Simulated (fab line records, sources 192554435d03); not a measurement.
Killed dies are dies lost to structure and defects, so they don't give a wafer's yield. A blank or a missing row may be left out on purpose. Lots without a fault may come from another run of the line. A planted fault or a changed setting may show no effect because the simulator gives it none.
fab line records | flow n5_finfet
record lots=6 wafers=18 last_day=18
route steps=1938 shown BEOL_M4@1099 BEOL_M5@1112 PASSIVATION@1936
lots that met no fault: from a run of the same line without faults
start_h: hours from the record's first day to the start of the lot's first wafer shown | wait_h: hours since the lot's step before | " the same as in the row above | L1.1+2: a row that stands for several wafers | - no value, or no start given | * or withheld: withheld | < > ~ a bound
route shown NAME@n: a module of which the file shows steps, and the number in the route of the first | usual: mean/standard deviation of fault-free wafers | same: alike in all rows | chamber/n: place in a boat | sites: the reading at each site | _std_site: their standard deviation | _edge_site: outer sites' mean less inner sites' | radius_mm: how far each site lies from the wafer's centre | mask NAME#n: copy n | behind: the tool/chamber that last shaped the wafer | hold: why the lot was held/for how many hours/how that ended | device: the transistor (n, p or np) that didn't switch | end of line: the same wafers' tests at the end of the route | a step without rows: its recipe alone | killed: dies lost to structure and defects at the first sort, not the wafer's yield | map: a wafer's dies, x killed, . not, _ none there
set.NAME: the setting as run; set.NAME@STEP: as run at that earlier step | model.NAME: the simulator's own value behind a step, which no gauge read
lots at some steps of the route; a table a step, a row a wafer
services: from which hour (start_h, from the record's first day; less than 0 if before it) a tool's chamber was out of use, for how many hours, and why
## steps
# step N5_BEOL_M4_ANNEAL_95
# recipe temp_c=400 time_s=240 ambient=vacuum
# usual heater_power_w=851/69 susceptor_temp_C_max=400.9/0.32
# columns lot.wafer tool chamber start_h wait_h heater_power_w susceptor_temp_C_max
L255.2 pvd_sputter-03 - 168.04 0.0 794 400.5
L255.3 " - " " 822 401.1
L255.6 " - " " 843 400.8
L256.1 pvd_sputter-02 - 173.97 0.0 845 400.4
L256.2 " - " " 1063 401.0
L256.3 " - " " 800 401.7
L263.1 pvd_sputter-03 - 215.72 0.0 896 401.3
L263.2 " - " " 820 400.7
L263.6 " - " " 813 401.0
L276.1 pvd_sputter-01 - 293.23 0.0 765 400.4
L276.5 " - " " 812 400.6
L276.6 " - " " 850 401.1
L277.1 pvd_sputter-02 - 309.52 0.0 844 400.1
L277.3 " - " " 827 400.8
L277.5 " - " " 1034 400.8
L278.1 pvd_sputter-03 - 312.45 0.0 817 400.7
L278.2 " - " " 889 401.2
L278.4 " - " " 848 401.6
# step N5_BEOL_M4_SPUTTER_96
# recipe material=Cu target_thk_a=45 temp_c=-20 chamber_pressure_pa=0.07 power_w=withheld time_s=8.29
# step N5_BEOL_M4_ECD_50
# recipe material=Cu target_thk_a=3000
# step N5_BEOL_M4_ANNEAL_51
# recipe temp_c=225 time_s=90 ambient=N2
# usual anneal_temp_c=224.99/0.19 wafer_temp_C_max=226.4/0.42
# columns lot.wafer tool chamber start_h wait_h anneal_temp_c wafer_temp_C_max
L255.2 rtp_anneal-02 0 168.43 0.1 224.97 225.9
L255.3 " 0 " " 225.06 226.1
L255.6 " 0 " " 225.31 226.1
L256.1 rtp_anneal-01 0 174.31 0.1 225.11 227.0
L256.2 " 0 " " 225.08 227.0
L256.3 " 0 " " 225.10 226.8
L263.1 rtp_anneal-01 0 216.16 0.2 224.70 226.3
L263.2 " 0 " " 224.58 226.6
L263.6 " 0 " " 224.62 226.4
L276.1 rtp_anneal-02 0 293.76 0.3 224.83 226.2
L276.5 " 0 " " 225.00 226.2
L276.6 " 0 " " 224.60 226.1
L277.1 rtp_anneal-02 0 309.85 0.1 224.93 226.0
L277.3 " 0 " " 224.56 226.2
L277.5 " 0 " " 224.89 226.1
L278.1 rtp_anneal-01 0 312.85 0.1 224.74 227.3
L278.2 " 0 " " 225.05 226.7
L278.4 " 0 " " 225.21 226.2
# step N5_BEOL_M4_CMP_52
# recipe stop_on=SiOC t_overpolish_s=6.8 down_force_psi=1 platen_rpm=50 clearing_platen_down_force_psi=1.5 clearing_platen_rpm=50 post_cmp_clean=cu_alkaline target_thk_nm=40 clearing_platen_pad_velocity_m_s=0.99484 pad_velocity_m_s=0.99484
# step N5_BEOL_M4_THK_MEAS_53
# recipe thk_meas_gauge=xrf reads=Cu_of_BEOL_M4_ECD_50
# usual M4_THK=39.6/1.6
# columns lot.wafer tool chamber start_h wait_h M4_THK[nm]
L255.2 film_metro-02 - 168.97 - 38.7
L255.3 " - " " 41.7
L255.6 " - " " 38.5
L256.1 film_metro-01 - 174.90 - 39.4
L256.2 " - " " 40.4
L256.3 " - " " 37.0
L263.1 film_metro-02 - 216.75 - 41.4
L263.2 " - " " 41.7
L263.6 " - " " 43.1
L276.1 film_metro-01 - 294.35 - 40.5
L276.5 " - " " 39.3
L276.6 " - " " 39.2
L277.1 film_metro-01 - 310.44 - 40.0
L277.3 " - " " 38.2
L277.5 " - " " 39.1
L278.1 film_metro-02 - 313.44 - 38.9
L278.2 " - " " 39.9
L278.4 " - " " 40.5
# step N5_BEOL_M4_PRE_CLEAN_60
# recipe gas=NH3/H2 time_s=15 temp_c=* rf_power_w=300
# usual heater_power_w=88/32 rf_fwd_power_W=296.6/1.4
# columns lot.wafer tool chamber start_h wait_h heater_power_w rf_fwd_power_W
L255.2 cvd_co-01 1 169.04 0.1 103 295.5
L255.3 " 2 " " 43 297.1
L255.6 " 2 " " 45 297.3
L256.1 cvd_co-02 0 174.93 0.0 82 297.2
L256.2 " 1 " " 140 297.2
L256.3 " 2 " " 57 297.0
L263.1 cvd_co-02 1 216.96 0.2 139 295.1
L263.2 " 2 " " 56 298.3
L263.6 " 0 " " 83 297.3
L276.1 cvd_co-01 2 294.39 0.0 44 295.3
L276.5 " 2 " " 45 295.9
L276.6 " 1 " " 104 296.5
L277.1 cvd_co-01 0 310.48 0.0 106 294.7
L277.3 " 1 " " 103 297.7
L277.5 " 1 " " 106 296.0
L278.1 cvd_co-01 2 313.48 0.0 45 298.4
L278.2 " 1 " " 106 296.3
L278.4 " 0 " " 105 295.8
# step N5_BEOL_M4_CO_CAP_55
# recipe material=Co target_thk_a=20 temp_c=200 precursor=CCTBA/H2 pressure_torr=30 time_s=102.1
# usual chamber_pressure_Torr=30.00/0.066 heater_power_w=240/40
# columns lot.wafer tool chamber start_h wait_h chamber_pressure_Torr heater_power_w
L255.2 cvd_co-01 1 169.08 0.0 29.99 258
L255.3 " 2 " " 30.07 184
L255.6 " 2 " " 30.01 188
L256.1 cvd_co-02 0 174.97 0.0 29.90 239
L256.2 " 1 " " 30.12 303
L256.3 " 2 " " 29.94 199
L263.1 cvd_co-02 1 217.00 0.0 29.96 300
L263.2 " 2 " " 29.98 201
L263.6 " 0 " " 30.05 235
L276.1 cvd_co-01 2 294.43 0.0 29.95 184
L276.5 " 2 " " 29.91 186
L276.6 " 1 " " 30.07 264
L277.1 cvd_co-01 0 310.52 0.0 29.94 260
L277.3 " 1 " " 29.95 262
L277.5 " 1 " " 30.02 258
L278.1 cvd_co-01 2 313.52 0.0 29.86 191
L278.2 " 1 " " 30.03 256
L278.4 " 0 " " 30.03 259
# step N5_BEOL_M4_PRE_CLEAN_56
# recipe gas=NH3 time_s=15 temp_c=withheld rf_power_w=300
# step N5_BEOL_M4_DEP_57
# recipe material=SiCN target_thk_a=80 temp_c=withheld precursor=3MS/NH3 pressure_torr=3 rf_w=202 time_s=14
# step N5_BEOL_M4_RS_MEAS_58
# recipe thk_meas_gauge=four-point-probe reads=Co_of_BEOL_M4_CO_CAP_55+Cu_of_BEOL_M4_ECD_50+Co_of_BEOL_M4_CVD_47+TaN_of_BEOL_M4_ALD_84
# usual M4_RS=0.68/0.033
# columns lot.wafer tool chamber start_h wait_h M4_RS[ohm/sq]
L255.2 film_metro-01 - 169.27 0.1 0.70
L255.3 " - " " 0.64
L255.6 " - " " 0.71
L256.1 film_metro-02 - 175.16 0.0 0.67
L256.2 " - " " 0.65
L256.3 " - " " 0.73
L263.1 film_metro-01 - 217.18 0.0 0.65
L263.2 " - " " 0.64
L263.6 " - " " 0.62
L276.1 film_metro-01 - 294.61 0.0 0.64
L276.5 " - " " 0.67
L276.6 " - " " 0.68
L277.1 film_metro-01 - 310.70 0.0 0.66
L277.3 " - " " 0.70
L277.5 " - " " 0.68
L278.1 film_metro-02 - 313.70 0.0 0.69
L278.2 " - " " 0.67
L278.4 " - " " 0.66
# step N5_BEOL_M4_INSPECT_59
# recipe inspect_instrument=darkfield mode=post_dep
# usual raw_defect_count=72/26
# columns lot.wafer tool chamber start_h wait_h raw_defect_count
L255.2 defect_inspect-01 - 169.30 0.0 61
L255.3 " - " " 69
L255.6 " - " " 63
L256.1 defect_inspect-02 - 175.18 0.0 48
L256.2 " - " " 38
L256.3 " - " " 48
L263.1 defect_inspect-01 - 217.20 0.0 64
L263.2 " - " " 44
L263.6 " - " " 40
L276.1 defect_inspect-01 - 294.64 0.0 87
L276.5 " - " " 57
L276.6 " - " " 78
L277.1 defect_inspect-01 - 310.73 0.0 105
L277.3 " - " " 170
L277.5 " - " " 120
L278.1 defect_inspect-02 - 313.73 0.0 28
L278.2 " - " " 56
L278.4 " - " " 60
# step N5_BEOL_M4_RC_MEAS_101
# usual DIBL_N=35.9/1.7 DIBL_P=36.0/2.2 IOFF_N=0.16/0.031 IOFF_P=0.21/0.039 ION_N=678/13 ION_P=464/8.8 SS_N=71.5/0.61 SS_P=73.2/0.68 VT_N=249/3.3 VT_P=-250/3.8
# columns lot.wafer tool chamber start_h wait_h DIBL_N[mV/V] DIBL_P[mV/V] IOFF_N[nA/um] IOFF_P[nA/um] ION_N[uA/um] ION_P[uA/um] SS_N[mV/dec] SS_P[mV/dec] VT_N[mV] VT_P[mV]
L255.2 prober-01 0 169.48 0.2 36.0 36.5 0.18 0.25 687 480 71.6 73.4 247 -246
L255.3 " 0 " " 33.9 32.9 0.12 0.20 670 465 71.3 72.4 255 -248
L255.6 " 0 " " 35.5 36.2 0.17 0.26 693 483 71.5 74.1 247 -246
L256.1 prober-01 0 175.21 0.0 36.7 36.9 0.19 0.24 687 470 71.7 73.3 247 -247
L256.2 " 0 " " 35.6 35.2 0.17 0.21 687 469 71.7 73.4 245 -250
L256.3 " 0 " " 36.0 35.6 0.18 0.22 699 477 71.8 73.3 246 -248
L263.1 prober-01 0 217.23 0.0 35.9 35.5 0.15 0.18 683 459 70.9 73.0 250 -254
L263.2 " 0 " " 33.9 32.5 0.11 0.15 662 453 70.3 72.9 254 -256
L263.6 " 0 " " 36.3 35.2 0.15 0.18 667 449 71.6 73.1 252 -255
L276.1 prober-02 0 294.66 0.0 36.7 36.7 0.18 0.26 684 469 71.3 73.4 246 -242
L276.5 " 0 " " 37.7 38.1 0.21 0.29 701 482 71.1 74.8 244 -242
L276.6 " 0 " " 35.9 35.1 0.16 0.23 677 469 71.0 73.4 250 -245
L277.1 prober-02 0 310.75 0.0 36.0 38.1 0.17 0.25 671 470 72.9 73.5 249 -246
L277.3 " 0 " " 36.0 38.6 0.19 0.26 697 477 72.2 74.0 246 -247
L277.5 " 0 " " 35.2 37.2 0.17 0.24 688 480 71.9 73.5 249 -248
L278.1 prober-02 0 313.75 0.0 37.4 37.5 0.17 0.22 683 462 72.3 73.0 250 -250
L278.2 " 0 " " 36.9 36.5 0.15 0.21 677 463 71.5 73.4 249 -251
L278.4 " 0 " " 36.4 34.9 0.15 0.19 681 458 71.9 73.0 249 -251
# step N5_BEOL_M5_ILD_DEP_00
# recipe material=SiCOH_lowk target_thk_a=1406.4 temp_c=300 precursor=DEMS/porogen pressure_torr=5 rf_w=500 time_s=25.9
# usual chamber_pressure_Torr=4.998/0.0099 heater_power_w=323/44 rf_fwd_power_W=494.6/1.9 showerhead_plenum_p_Torr=5.748/0.021 throttle_valve_pct=14.0/0.94
# columns lot.wafer tool chamber start_h wait_h chamber_pressure_Torr heater_power_w rf_fwd_power_W showerhead_plenum_p_Torr throttle_valve_pct
L255.2 pecvd-01 2 170.29 0.7 4.994 295 494.5 5.785 12.9
L255.3 " 1 " " 5.009 360 494.5 5.765 15.8
L255.6 " 0 " " 5.026 305 495.8 5.742 13.7
L256.1 pecvd-01 2 176.17 0.8 4.992 309 495.4 5.752 13.2
L256.2 " 1 " " 5.001 318 493.7 5.767 15.5
L256.3 " 0 " " 4.991 260 498.0 5.742 13.6
L263.1 pecvd-01 1 218.19 0.8 4.986 376 494.6 5.773 15.8
L263.2 " 2 " " 5.001 309 495.1 5.784 13.0
L263.6 " 1 " " 4.989 378 493.6 5.750 15.6
L276.1 pecvd-04 2 295.62 0.8 5.002 387 494.0 5.733 13.4
L276.5 " 1 " " 4.975 381 493.8 5.771 14.8
L276.6 " 0 " " 5.010 295 491.7 5.740 13.6
L277.1 pecvd-01 1 311.72 0.8 4.988 360 494.3 5.741 15.6
L277.3 " 2 " " 5.003 327 495.0 5.783 13.1
L277.5 " 2 " " 5.006 320 495.4 5.778 12.9
L278.1 pecvd-04 0 314.72 0.8 4.999 238 494.3 5.741 13.6
L278.2 " 1 " " 4.994 385 496.9 5.763 14.8
L278.4 " 2 " " 5.008 360 494.7 5.731 13.7
# step N5_BEOL_M5_CURE_79
# recipe temp_c=385 time_s=240 ambient=He/Ar material=SiCOH_lowk
# step N5_BEOL_M5_THK_MEAS_01
# recipe reads=SiCOH_lowk_of_BEOL_M5_ILD_DEP_00
# usual M5_ILD_THK=120.8/1.6
# columns lot.wafer tool chamber start_h wait_h M5_ILD_THK[nm]
L255.2 film_metro-01 - 170.86 0.4 119.0
L255.3 " - " " 118.9
L255.6 " - " " 122.4
L256.1 film_metro-01 - 176.75 0.4 120.6
L256.2 " - " " 124.0
L256.3 " - " " 121.1
L263.1 film_metro-01 - 218.77 0.4 119.0
L263.2 " - " " 119.2
L263.6 " - " " 123.0
L276.1 film_metro-01 - 296.40 0.4 123.9
L276.5 " - " " 124.8
L276.6 " - " " 124.6
L277.1 film_metro-01 - 312.29 0.4 122.1
L277.3 " - " " 120.5
L277.5 " - " " 121.9
L278.1 film_metro-02 - 315.30 0.4 121.2
L278.2 " - " " 119.8
L278.4 " - " " 123.5
# step N5_BEOL_M5_PECVD_70
# recipe material=SiO2 target_thk_a=160 temp_c=400 precursor=TEOS/O2 pressure_torr=5.5 rf_w=450 teos_flow_sccm=53.8 gas=O2 flow_sccm=3000 time_s=18
# usual chamber_pressure_Torr=5.499/0.012 heater_power_outer_w=449/63 heater_power_w=721/81 rf_fwd_power_W=444.2/2 showerhead_plenum_p_Torr=8.79/0.084 throttle_valve_pct=22.4/1.2
# columns lot.wafer tool chamber start_h wait_h chamber_pressure_Torr heater_power_outer_w heater_power_w rf_fwd_power_W showerhead_plenum_p_Torr throttle_valve_pct
L255.2 pecvd-04 1 170.90 0.0 5.506 522 801 443.2 8.92 23.9
L255.3 " 0 " " 5.506 428 726 443.4 8.81 22.0
L255.6 " 0 " " 5.504 417 726 444.6 8.78 22.1
L256.1 pecvd-04 1 176.78 0.0 5.487 535 810 443.6 8.93 23.7
L256.2 " 0 " " 5.509 373 657 443.9 8.81 21.9
L256.3 " 2 " " 5.502 458 774 443.6 8.76 21.7
L263.1 pecvd-02 2 218.80 0.0 5.513 341 666 439.7 8.75 22.8
L263.2 " 0 " " 5.510 538 754 446.5 8.71 22.0
L263.6 " 2 " " 5.504 339 658 440.2 8.73 22.5
L276.1 pecvd-02 1 296.44 0.0 - - - - - -
L276.5 " 1 " " - - - - - -
L276.6 " 0 " " - - - - - -
L277.1 pecvd-02 2 312.33 0.0 - - - - - -
L277.3 " 1 " " - - - - - -
L277.5 " 2 " " - - - - - -
L278.1 pecvd-04 0 315.33 0.0 5.490 418 700 442.3 8.80 21.8
L278.2 " 1 " " 5.484 521 782 443.4 8.91 23.5
L278.4 " 0 " " 5.498 417 719 441.9 8.82 22.0
# step N5_BEOL_M5_HM_DEP_02
# recipe material=TiN target_thk_a=200 temp_c=25 chamber_pressure_pa=0.49996
# step N5_PASSIVATION_PROBE_49
# usual defect_limited_yield=90.9/1.5 killed_at_M0_to_M3=36/10 killed_at_M4_up=13/5.5 killed_at_contacts=12/5.6 killed_at_front_end=42/12 killed_at_other=4/3.2 killed_dies=108/18 killed_on_rim=15/4.1 killed_open=71/13 killed_short=34/7.8 sort_bin_5_function=5.4/1 sort_bin_6_memory=3.4/0.68 sort_n_pass=1072/18 sort_yield_pct=90.9/1.5
# same gross_dies=1180 killed_at_back_side=0 sort_bin_4_leakage[%]=0 sort_bin_8_speed[%]=0
# columns lot.wafer tool chamber start_h wait_h defect_limited_yield[%] killed_at_M0_to_M3 killed_at_M4_up killed_at_contacts killed_at_front_end killed_at_other killed_dies killed_on_rim killed_open killed_short sort_bin_5_function[%] sort_bin_6_memory[%] sort_n_pass sort_yield_pct[%]
L255.2 prober-02 - 272.00 0.1 91.4 36 13 8 45 0 102 13 62 37 4.8 3.6 1078 91.4
L255.3 prober-02 - 272.05 0.1 89.5 42 19 10 50 3 124 17 86 29 6.2 3.5 1056 89.5
L255.6 prober-02 - 272.20 0.3 90.9 36 8 8 43 12 107 11 67 38 5.4 3.3 1073 90.9
L256.1 prober-02 - 275.93 0.0 90.7 38 11 5 48 8 110 17 76 32 5.8 3.3 1070 90.7
L256.2 prober-02 - 275.98 0.1 91.1 36 17 4 45 3 105 8 73 30 5.3 3.4 1075 91.1
L256.3 prober-02 - 276.03 0.1 89.2 36 13 10 64 4 127 19 85 35 6.1 4.1 1053 89.2
L263.1 prober-01 - 320.15 0.0 91.4 45 10 15 32 0 102 13 66 33 5.8 2.5 1078 91.4
L263.2 prober-01 - 320.20 0.1 93.3 31 7 4 34 3 79 11 54 24 3.6 2.9 1101 93.3
L263.6 prober-01 - 320.40 0.3 94.2 26 7 12 23 0 68 13 45 23 3.7 2.0 1112 94.2
L276.1 prober-01 - 410.72 0.0 63.7 23 345 17 43 0 428 128 68 29 31.4 4.6 752 63.7
L276.5 prober-01 - 410.92 0.2 64.1 47 320 8 48 1 424 119 71 37 31.4 3.8 756 64.1
L276.6 prober-01 - 410.97 0.3 65.2 28 327 14 39 3 411 17 65 30 32.2 2.4 769 65.2
L278.1 prober-01 - 440.46 0.0 92.7 19 7 11 46 3 86 6 47 37 3.7 3.1 1094 92.7
L278.2 prober-01 - 440.51 0.1 90.8 27 11 15 47 8 108 16 73 33 4.2 4.3 1072 90.8
L278.4 prober-01 - 440.61 0.2 91.4 31 16 9 40 6 102 11 58 44 5.5 2.7 1078 91.4
L277.1 prober-01 - 440.76 0.3 61.6 40 338 20 50 5 453 24 89 46 33.6 4.1 727 61.6
L277.3 prober-01 - 440.86 0.4 61.8 54 333 15 48 1 451 122 79 56 33.5 4.1 729 61.8
L277.5 prober-01 - 440.96 0.5 61.8 30 313 23 75 10 451 33 94 56 32.5 5.2 729 61.8
# killed by level:class
L255.2 BEOL_M0_SAQP:geometric_particle:short=12 FIN_SAQP:geometric_particle:short=11 STI_FIN_REVEAL:geometric_particle:open=9 BEOL_M0_SAQP:geometric_particle:open=9 MOL_CONTACT_COAG:geometric_particle:open=7 DUMMY_GATE:geometric_particle:open=6 BEOL_M3:geometric_particle:open=6 BEOL_M4:geometric_particle:open=5
L255.3 FIN_SAQP:geometric_particle:open=16 BEOL_M0_SAQP:geometric_particle:open=16 BEOL_M3:geometric_particle:open=11 BEOL_M0_SAQP:geometric_particle:short=9 STI_FIN_REVEAL:geometric_particle:open=7 BEOL_M4:geometric_particle:open=7 MOL_CONTACT_COAG:geometric_particle:open=7 HKMG_FIN:area_etch=7
L255.6 GATE_CUT:geometric_particle:short=8 BEOL_M0_SAQP:geometric_particle:short=8 BEOL_M0_SAQP:geometric_particle:open=8 BEOL_M2:geometric_particle:open=8 FIN_SAQP:geometric_particle:short=7 BEOL_M3:geometric_particle:open=7 MOL_CONTACT_COAG:geometric_particle:open=6 STI_FIN_REVEAL:geometric_particle:open=5
L256.1 STI_FIN_REVEAL:geometric_particle:open=23 BEOL_M3:geometric_particle:open=15 BEOL_M1:geometric_particle:open=6 FIN_SAQP:geometric_particle:open=5 FIN_SAQP:geometric_particle:short=5 STI_FIN_REVEAL:geometric_particle:short=5 BEOL_M2:geometric_particle:open=5 MOL_CONTACT_COAG:geometric_particle:open=4
L256.2 STI_FIN_REVEAL:geometric_particle:open=16 BEOL_M3:geometric_particle:open=12 BEOL_M2:geometric_particle:open=7 BEOL_M0_SAQP:geometric_particle:short=6 FIN_SAQP:geometric_particle:open=5 FIN_SAQP:geometric_particle:short=5 STI_FIN_REVEAL:geometric_particle:short=5 BEOL_M4:geometric_particle:open=5
L256.3 STI_FIN_REVEAL:geometric_particle:open=16 FIN_SAQP:geometric_particle:open=10 BEOL_M3:geometric_particle:open=9 GATE_CUT:geometric_particle:short=9 BEOL_M4:geometric_particle:open=8 BEOL_M0_SAQP:geometric_particle:short=7 BEOL_M2:geometric_particle:open=7 MOL_CONTACT_COAG:geometric_particle:open=6
L263.1 FIN_SAQP:geometric_particle:open=13 MOL_CONTACT_COAG:geometric_particle:open=11 BEOL_M3:geometric_particle:open=9 BEOL_M0_SAQP:geometric_particle:short=9 BEOL_M2:geometric_particle:open=9 FIN_SAQP:geometric_particle:short=7 BEOL_M0_SAQP:geometric_particle:open=5 MOL_CONTACT_COAG:geometric_particle:short=4
L263.2 FIN_SAQP:geometric_particle:open=11 BEOL_M0_SAQP:geometric_particle:open=7 BEOL_M0_SAQP:geometric_particle:short=7 FIN_SAQP:geometric_particle:short=6 DUMMY_GATE:geometric_particle:open=5 BEOL_M1:geometric_particle:open=5 BEOL_M2:geometric_particle:open=5 MOL_CONTACT_COAG:geometric_particle:open=4
L263.6 MOL_CONTACT_COAG:geometric_particle:open=10 BEOL_M1:geometric_particle:open=6 BEOL_M0_SAQP:geometric_particle:short=6 BEOL_M0_SAQP:geometric_particle:open=6 BEOL_M2:geometric_particle:open=6 DUMMY_GATE:geometric_particle:open=5 FIN_SAQP:geometric_particle:open=4 ILD0:geometric_particle:short=3
L276.1 BEOL_M5:area_pecvd=328 FIN_SAQP:geometric_particle:open=13 MOL_CONTACT_COAG:geometric_particle:open=13 DUMMY_GATE:geometric_particle:open=8 FIN_SAQP:geometric_particle:short=7 BEOL_M4:geometric_particle:open=7 DUMMY_GATE:geometric_particle:short=5 BEOL_M0_SAQP:geometric_particle:short=5
L276.5 BEOL_M5:area_pecvd=308 BEOL_M0_SAQP:geometric_particle:open=18 BEOL_M0_SAQP:geometric_particle:short=16 FIN_SAQP:geometric_particle:open=13 MOL_CONTACT_COAG:geometric_particle:open=7 FIN_SAQP:geometric_particle:short=6 HKMG_FIN:area_etch=6 STI_FIN_REVEAL:geometric_particle:open=5
L276.6 BEOL_M5:area_pecvd=316 MOL_CONTACT_COAG:geometric_particle:open=13 FIN_SAQP:geometric_particle:open=10 FIN_SAQP:geometric_particle:short=9 BEOL_M0_SAQP:geometric_particle:short=7 BEOL_M2:geometric_particle:open=7 BEOL_M0_SAQP:geometric_particle:open=6 STARTING-WAFER:geometric_particle:open=4
L278.1 MOL_CONTACT_COAG:geometric_particle:open=11 STI_FIN_REVEAL:geometric_particle:open=9 FIN_SAQP:geometric_particle:short=8 BEOL_M0_SAQP:geometric_particle:short=8 FIN_SAQP:geometric_particle:open=6 BEOL_M1:geometric_particle:open=5 BEOL_M1:geometric_particle:short=4 STARTING-WAFER:geometric_particle:open=4
L278.2 STI_FIN_REVEAL:geometric_particle:open=17 MOL_CONTACT_COAG:geometric_particle:open=12 BEOL_M4:geometric_particle:open=7 BEOL_M0_SAQP:geometric_particle:short=6 STI_FIN_REVEAL:geometric_particle:short=5 DUMMY_GATE:geometric_particle:open=5 BEOL_M1:geometric_particle:open=5 FIN_SAQP:geometric_particle:open=4
L278.4 BEOL_M1:geometric_particle:short=10 BEOL_M4:geometric_particle:open=10 FIN_SAQP:geometric_particle:short=8 FIN_SAQP:geometric_particle:open=8 MOL_CONTACT_COAG:geometric_particle:open=8 STI_FIN_REVEAL:geometric_particle:open=7 BEOL_M0_SAQP:geometric_particle:open=7 BEOL_M0_SAQP:geometric_particle:short=5
L277.1 BEOL_M5:area_pecvd=317 MOL_CONTACT_COAG:geometric_particle:open=16 BEOL_M4:geometric_particle:open=14 FIN_SAQP:geometric_particle:short=14 BEOL_M1:geometric_particle:open=12 STI_FIN_REVEAL:geometric_particle:open=11 BEOL_M1:geometric_particle:short=11 BEOL_M3:geometric_particle:open=6
L277.3 BEOL_M5:area_pecvd=314 BEOL_M0_SAQP:geometric_particle:short=15 FIN_SAQP:geometric_particle:short=13 BEOL_M3:geometric_particle:open=12 BEOL_M4:geometric_particle:open=11 BEOL_M0_SAQP:geometric_particle:open=11 STI_FIN_REVEAL:geometric_particle:open=9 MOL_CONTACT_COAG:geometric_particle:open=8
L277.5 BEOL_M5:area_pecvd=299 STI_FIN_REVEAL:geometric_particle:open=22 MOL_CONTACT_COAG:geometric_particle:open=21 FIN_SAQP:geometric_particle:short=14 FIN_SAQP:geometric_particle:open=9 BEOL_M0_SAQP:geometric_particle:short=9 BEOL_M3:geometric_particle:open=8 BEOL_M1:geometric_particle:open=5
# map L276.1 (x killed, . not)
_________________xxxxxxxxxxxx________________
______________xxxxxxxx.x.xxxxx.x_____________
___________xxxxx..x..xxxx..xx.xxxxx__________
__________xxxx.x..xxx..xxx...x.xx.xx_________
________xxx.x......xx.xx.x.....xx..xx._______
_______xxxxxx....x......xxxx.x..x..xx.x______
______xx.xxxx..x.........xxx...x..x...x._____
_____xxx.xx.x.x.........x.......xx...xx..____
____xx..................x...x..........xxx___
___xx.x.x........x.......x......x..x.x.....__
___xx.xx...xx....xx................x..x..xx__
__xx..............x...............x...x.xxxx_
__.xx....x.x.................x.......x..x.xx_
_.xxx...x...................xx...........xx.x
_xxxxxx.....xxx...............x...x..x....xxx
_xx......x..x..........x..x.....x...x...x..xx
_xx.xx....xx.........x....x......xxx.......xx
_xx..xxx.xxxx..........x......x.............x
_xxx.x.x.........xx.......x............x.xxxx
_xxxx..x.x..x..x..x......x.x....xx....x.xxxxx
_.xx......x.xxx..x...x..........x....x.xxxx.x
__x...xx.............x...............x....xx_
__xxxxx..x......x....................xxxxx.x_
___xxx.x...xx..x......x.....x.x.........xxx__
___xxxxx............x................xxxxx.__
____xxxxxx...x.x........x.......x....xx.x.___
_____.xx...xxx..x............x..xx..x.xxx____
______.x.....xx......x........xx..x.xxxx_____
_______x.x.x...x..x...x....x.xxx.xx.xx.______
________xxxx...x..x..x.......x...x.xxx_______
__________xxx.xx.xxxxx..xx...x..x..x_________
___________xx.xxxxxx.x.x..x.x..xx.x__________
______________xxxxx.x..xx.x.xxxx_____________
_________________xxxxxxxxxx.x________________
# map L277.1 (x killed, . not)
_________________....x.......________________
______________..x.....x.x...x.x._____________
___________....x.....x.x..x.xx.x...__________
__________..xx.xx....x.xx..x......x._________
________.x.xxxx...x.x.x.xx.x.........._______
_______....xxx..xxxx...x.x.x...xx.x....______
______....x....xx....xx....x..xx.....x.._____
_____......x..xxx..x....xx.x..x.x..x.....____
____..xxxxx.x.xxxxxxxxxxx.xx..x.x.x...x..x___
___...x.x.xxxxx.xxxxxx.xx.xx.x.xx..x...x...__
___.x..xxxx.x.x.xxxxxxxxx....x.x..xx.......__
__xxx.xx.xxx.x.x.xxxxxx.xxxx..x.xxx.x.....x._
__...x..x..xxxx.xxxxxx.x..x.x.xxx.x....x...x_
_.x...xx.xxxxxx.xxx.xxxxxxxxx.x....x..x.x....
_x.......xxx.xxxxxxxxx.xxx.xx.x..x.x.....x..x
_.....xxxx...x....x.xx.xx..xxx.....x.x.....x.
_...x..x.xxxxxx.xx.xxxxxx..x..x...xx..x......
_..xx..x...xxxxxxxx.x.xxx.x.xx..x...x........
_.........xxxxx.xx.xxxxxxxxxxx.xx....xxx.....
_xx...x...x.xx..xxxxxxxxxxxx.x.xx.xx.x....x..
_.....x.xx..x..xxxxxx.xx...xx..x.x....x....x.
__..x...x.xxxx.x.x.xx.xx.xx.x............x.._
__........x..xxxxxxx.......x..xxx.x......x.._
___..x...x.x..x..x..xxxx...x..xxx..........__
___....x....x.....x.x.x.xx..x.x............__
____...x..x.x..xxx......x.......x.........___
_____.....x.....x....xx.x...x..x....x.x..____
______..x.x..xx.....xx.xx..x.x.......x.x_____
_______..xx...x...x..xx........x.......______
________xx.x.....................x...._______
__________x....x.......x...x........_________
___________.......x....xx..........__________
______________x....x...........x_____________
_________________.........x..________________
## services
# columns tool chamber start_h hours kind
cvd_co-02 - 145.64 0.6 repair
pecvd-04 0 147.23 - calibration
pecvd-04 2 157.25 1.7 repair
pecvd-04 2 170.42 5.5 scheduled_down
pecvd-02 - 184.99 27.0 repair
cvd_co-01 2 231.54 18.0 repair
pecvd-02 2 231.85 5.5 scheduled_down
cvd_co-01 2 272.90 5.4 repair
cvd_co-02 - 276.61 2.8 pm
pvd_sputter-02 - 279.52 3.8 repair
pecvd-01 - 289.64 1.0 repair
pecvd-04 1 298.99 6.2 repair
pecvd-04 2 303.65 2.1 scheduled_down
## key
first_sign step=N5_BEOL_M5_PECVD_70 reading=tool_record direction=missing
effect step=N5_PASSIVATION_PROBE_49 reading=killed_at_M4_up direction=up sigmas=58 usual=13 struck=329
more_kills_born_at N5_BEOL_M5_PECVD_70@pecvd-02=1882
met_at N5_BEOL_M5_PECVD_70
struck_wafers L276.1,L276.5,L276.6,L277.1,L277.3,L277.5
onset_between 218.80 296.44
fault kind=skipped_step_whole tool=pecvd-02 chamber=- onset_h=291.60 steps=N5_BEOL_M5_PECVD_70 scope=struck_lots_only
